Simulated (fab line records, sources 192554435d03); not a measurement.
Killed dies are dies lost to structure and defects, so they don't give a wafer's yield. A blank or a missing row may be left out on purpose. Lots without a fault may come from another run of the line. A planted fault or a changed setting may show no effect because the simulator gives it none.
Split-lot experiment | flow n5_finfet | 7 lots, 21 wafers read, on a route of 1938 steps

THE SPLIT
At N5_BEOL_M8_COAT_71 (time 60 s, resist thk 5 nm), the setting spin_rpm was moved away from the recipe's 1500 rpm on 3 of the 21 wafers read, by -4.1% to +5.9%. The other wafers ran this setting at the recipe's value.

FROM THE SPLIT TO THE READING: what the file shows between them, 3 steps
- N5_BEOL_M8_COAT_22: resist thk 30 nm
- N5_BEOL_M8_EBR_24
- N5_BEOL_M8_DESCUM_33: chemistry O2, time 7 s

THE READING
etch.depth_nm (the simulator's own value, which no gauge read), in nm, at N5_BEOL_M8_ETCH_72 (etches underlayer in N2/H2, target depth 6.5 nm, time 5.2 s). The file gives no usual value for it. The 18 wafers here that ran the recipe average 4.998 nm, standard deviation 0.012 nm.

wafer  | tool, chamber at the split | spin_rpm as run, rpm | against the recipe | etch.depth_nm, nm | against lot-mates on the recipe
L075.1 | litho_track-01, 0          | 1500                 | recipe             | 5.013             | -
L075.2 | litho_track-01, 0          | 1439                 | -4.1%              | 5.121             | +0.099
L075.5 | litho_track-01, 0          | 1500                 | recipe             | 5.031             | -
L079.2 | litho_track-01, 0          | 1500                 | recipe             | 5.005             | -
L079.3 | litho_track-01, 0          | 1500                 | recipe             | 4.983             | -
L079.4 | litho_track-01, 0          | 1500                 | recipe             | 5.013             | -
L078.1 | litho_track-01, 0          | 1500                 | recipe             | 4.986             | -
L078.2 | litho_track-01, 0          | 1500                 | recipe             | 4.991             | -
L078.5 | litho_track-01, 0          | 1500                 | recipe             | 4.981             | -
L085.1 | litho_track-04, 0          | 1500                 | recipe             | 5.007             | -
L085.5 | litho_track-04, 0          | 1500                 | recipe             | 4.986             | -
L085.6 | litho_track-04, 0          | 1500                 | recipe             | 4.991             | -
L090.2 | litho_track-04, 0          | 1500                 | recipe             | 4.999             | -
L090.5 | litho_track-04, 0          | 1500                 | recipe             | 4.998             | -
L090.6 | litho_track-04, 0          | 1500                 | recipe             | 5                 | -
L096.1 | litho_track-05, 0          | 1500                 | recipe             | 4.995             | -
L096.4 | litho_track-05, 0          | 1500                 | recipe             | 4.992             | -
L096.6 | litho_track-05, 0          | 1589                 | +5.9%              | 4.843             | -0.151
L097.1 | litho_track-05, 0          | 1500                 | recipe             | 5.005             | -
L097.2 | litho_track-05, 0          | 1578                 | +5.2%              | 4.868             | -0.130
L097.4 | litho_track-05, 0          | 1500                 | recipe             | 4.992             | -

THE FIT
A straight line over all 21 wafers: etch.depth_nm changes by -0.0267 nm for each +1% of spin_rpm; r = -0.97; the points scatter about the line by 0.012 nm.
The same after taking each lot's own level away (the mean of its wafers on the recipe; 21 wafers): -0.025 nm for each +1%; r = -0.99; scatter 0.0074 nm.
On that fit, the largest move of spin_rpm shifts the reading by 0.15 nm.
The lots' own levels span 4.9860 to 5.0220 nm, that is 2.9 times the standard deviation above.
So the lot-to-lot level changes the slope little: the two slopes agree.
Check: with one of the wafers moved furthest among these (+5.9%) left out of the fit, the line predicts -0.147 nm for it against its lot-mates. It came out at -0.151 nm against them.

THE FILE'S OWN FIT
etch.depth_nm changes by -0.0251 nm for each +1% of spin_rpm, r = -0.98.
